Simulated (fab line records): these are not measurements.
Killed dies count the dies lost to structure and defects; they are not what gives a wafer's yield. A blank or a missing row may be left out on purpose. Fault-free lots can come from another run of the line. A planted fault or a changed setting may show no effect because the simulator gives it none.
Matching of chambers	flow n5_finfet	4 sister chambers for N5_BEOL_M10_DESCUM_33 on rie_diel-06
The step chemistry O2, time 7.9 s. 8 wafers are shown with their chamber, then 8 later ones without.

WAFERS WITH THEIR CHAMBER
wafer	chamber	showerhead_plenum_p_Torr (Torr)	throttle_valve_pct (%)
L080.4	0	2.16	20.55
L081.1	1	2.17	20.60
L081.4	3	2.24	20.47
L081.5	2	2.04	19.95
L085.3	3	2.24	20.45
L085.5	1	2.17	20.61
L085.6	2	2.03	19.97
L089.1	0	2.15	20.18

WAFERS MISSING THEIR CHAMBER
wafer	showerhead_plenum_p_Torr (Torr)	throttle_valve_pct (%)
L089.5	2.15	20.16
L089.6	2.24	20.47
L095.2	2.23	20.51
L095.4	2.02	20.01
L095.6	2.14	20.19
L097.1	2.02	20.03
L097.2	2.23	20.51
L097.3	2.14	20.20

CHAMBER TAKEN BY EACH
wafer	from the rows above	in truth
L089.5	0	0
L089.6	3	3
L095.2	3	3
L095.4	2	2
L095.6	0	0
L097.1	2	2
L097.2	3	3
L097.3	0	0
Correct placement for 8 of the 8. Can't be placed from these rows: 0. Placed wrongly: 0.
How it was worked out, from the rows above alone: a wafer's distance from a chamber is the root of the sum, over the readings, of the square of ((its reading less the chamber's mean) divided by the reading's scatter). The wafer belongs to the nearest chamber; if the next one is less than 2 further off, it can't be placed. A chamber's mean is the mean of its shown wafers. The scatter is the square root of a quotient: the sum, over the shown wafers, of each reading's squared deviation from its chamber's mean, divided by wafers minus chambers.
